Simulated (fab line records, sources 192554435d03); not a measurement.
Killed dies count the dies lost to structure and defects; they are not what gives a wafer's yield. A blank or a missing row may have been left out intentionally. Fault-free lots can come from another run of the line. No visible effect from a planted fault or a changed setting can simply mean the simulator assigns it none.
Struck lot and sound lot, side by side :: flow n5-finfet :: 37 steps out of a route of 1938
Sound: wafers L638.4, L638.5, L638.6. Struck: wafers L622.1, L622.2, L622.6. Last of all comes the cause.
At each step with rows: each side's tool, then ch and its chambers, then its first start. Under that, the readings that differ: sound wafers :: struck wafers :: difference of the means :: sigmas: that difference in standard deviations of wafers without a fault.
alike: readings with means less than 2 such deviations apart, plus words and numbers identical on both sides. not compared: withheld readings, readings lacking a value on some wafer, bounds such as >300 that could conceal the same value, and numbers that have no deviation in the record and whose values overlap.
The two part at a step that has a row with sigmas, a row that says differs or no value, or rows on one side only. When numbers do not overlap yet have no deviation, they are printed without sigmas and do not part them. A reading missing from all wafers of one side parts the sides only when that side holds two or more wafers.

first, 9 steps without rows for these wafers: N5_BEOL_M4_ANNEAL_95 (time 240 s); N5_BEOL_M4_SPUTTER_96 (material Cu, target thk 4.5 nm, time 8.29 s); N5_BEOL_M4_ECD_50 (material Cu, target thk 300 nm); N5_BEOL_M4_ANNEAL_51 (time 90 s); N5_BEOL_M4_CMP_52 (polishes, stops on SiOC, t overpolish 6.8 s, target thk 40 nm); N5_BEOL_M4_PRE_CLEAN_60 (time 15 s); N5_BEOL_M4_CO_CAP_55 (material Co, precursor CCTBA/H2, target thk 2 nm, time 102.1 s); N5_BEOL_M4_PRE_CLEAN_56 (time 15 s); N5_BEOL_M4_DEP_57 (deposits SiCN from 3MS/NH3, target thk 8 nm, time 14 s).
N5_BEOL_M4_RC_MEAS_101:
  sound on prober-01 ch 0, day 14 02:00; struck on prober-02 ch 0, day 9 02:45
  alike: DIBL_N, DIBL_P, IOFF_N, IOFF_P, ION_N, ION_P, SS_N, SS_P, VT_N, VT_P
then, 24 steps without rows for these wafers: N5_BEOL_M5_ILD_DEP_00 (deposits SiCOH lowk from DEMS/porogen, target thk 140.64 nm, time 25.9 s); N5_BEOL_M5_CURE_79 (cures SiCOH lowk, time 240 s); N5_BEOL_M5_PECVD_70 (deposits SiO2 from TEOS/O2, target thk 16 nm, time 18 s); N5_BEOL_M5_HM_DEP_02 (deposits TiN, target thk 20 nm); N5_BEOL_M5_COAT_59 (time 60 s, resist thk 60 nm); N5_BEOL_M5_COAT_60 (time 60 s, resist thk 12 nm); N5_BEOL_M5_COAT_71 (time 60 s, resist thk 5 nm); N5_BEOL_M5_COAT_05 (resist thk 30 nm); N5_BEOL_M5_EBR_07; N5_BEOL_M5_SOFTBAKE_06 (time 60 s); N5_BEOL_M5_EXPOSE_08 (exposes mask M5, target cd 28 nm); N5_BEOL_M5_PEB_09 (peb time 60 s); N5_BEOL_M5_DEVELOP_10 (develop time 30 s); N5_BEOL_M5_DESCUM_16 (chemistry O2, time 7 s); N5_BEOL_M5_ETCH_72 (etches underlayer in N2/H2, target depth 6.5 nm, time 5.2 s); N5_BEOL_M5_ETCH_61 (etches SiARC in CF4, target depth 15.6 nm, time 26 s); N5_BEOL_M5_ETCH_62 (etches SOC in N2/H2, target depth 75 nm, overetch 15 nm, time 112.5 s); N5_BEOL_M5_STRIP_63 (strips in N2/H2); N5_BEOL_M5_STRIP_73 (strips in N2/H2); N5_BEOL_M5_STRIP_64 (strips in CF4); N5_BEOL_M5_HM_OPEN_17 (chemistry Cl2/BCl3, target TiN, target depth 20 nm, overetch 6 nm); N5_BEOL_M5_STRIP_19 (strips in O2); N5_BEOL_M5_COAT_65 (time 60 s, resist thk 60 nm); N5_BEOL_M5_COAT_66 (time 60 s, resist thk 12 nm).
-- the record jumps here: 3 days lie between the struck wafers' starts before and after (it left off in module BEOL_M5 and takes up again in module BEOL_M11, whose first step shown is number 1593 of the route) --
N5_BEOL_M11_SPUTTER_48: material Cu, target thk 12 nm, time 2 s.
  sound on pvd-sputter-01, day 16 19:16; struck on pvd-sputter-01, day 12 05:34
  no value came back on the struck wafers for any of 5 readings (bias-v (V), cathode-dc-power-W (W) and others); on the sound wafers bias-v (V) reads 59.4 59.0 58.8
N5_BEOL_M11_CMP_52: polishes, stops on SiCOH lowk, t overpolish 7 s, target thk 140 nm.
  sound on cmp-03 ch 1,2,3, day 16 20:26; struck on cmp-04 ch 0,2, day 12 06:08
reading: time-to-endpoint-s (s)
sound: 66 68 60
struck: 2 2 2
difference: -63
sigmas: -21
  alike: motor-current-A
  not compared: pad-life-wafers
N5_PASSIVATION_PROBE_49:
  sound on prober-02, day 18 12:17; struck on prober-02, day 14 03:44
reading: defect-limited-yield (%)
sound: 91.3 93.2 90.8
struck: 0 0 0
difference: -92
sigmas: -66

reading: killed_at_M4_up
sound: 15 15 18
struck: 1110 1100 1100
difference: +1087
sigmas: +99 or more

reading: killed-dies
sound: 103 80 109
struck: 1180 1180 1180
difference: +1083
sigmas: +64

reading: killed-on-rim
sound: 11 17 17
struck: 152 152 152
difference: +137
sigmas: +33

reading: sort_bin_5_function (%)
sound: 4.7 4.1 5.3
struck: 96.7 96.7 95.5
difference: +91.6
sigmas: +99 or more

reading: sort-n-pass
sound: 1077 1100 1071
struck: 0 0 0
difference: -1083
sigmas: -64

reading: sort-yield-pct (%)
sound: 91.3 93.2 90.8
struck: 0 0 0
difference: -92
sigmas: -66
  alike: killed_at_M0_to_M3, killed-at-contacts, killed-at-front-end, killed-at-other, killed-open, killed-short, sort_bin_6_memory

== WHERE THEY PART ==
Last at N5_PASSIVATION_PROBE_49 as far as this record goes, first at N5_BEOL_M11_SPUTTER_48.

WHY: what had been put in by the simulator
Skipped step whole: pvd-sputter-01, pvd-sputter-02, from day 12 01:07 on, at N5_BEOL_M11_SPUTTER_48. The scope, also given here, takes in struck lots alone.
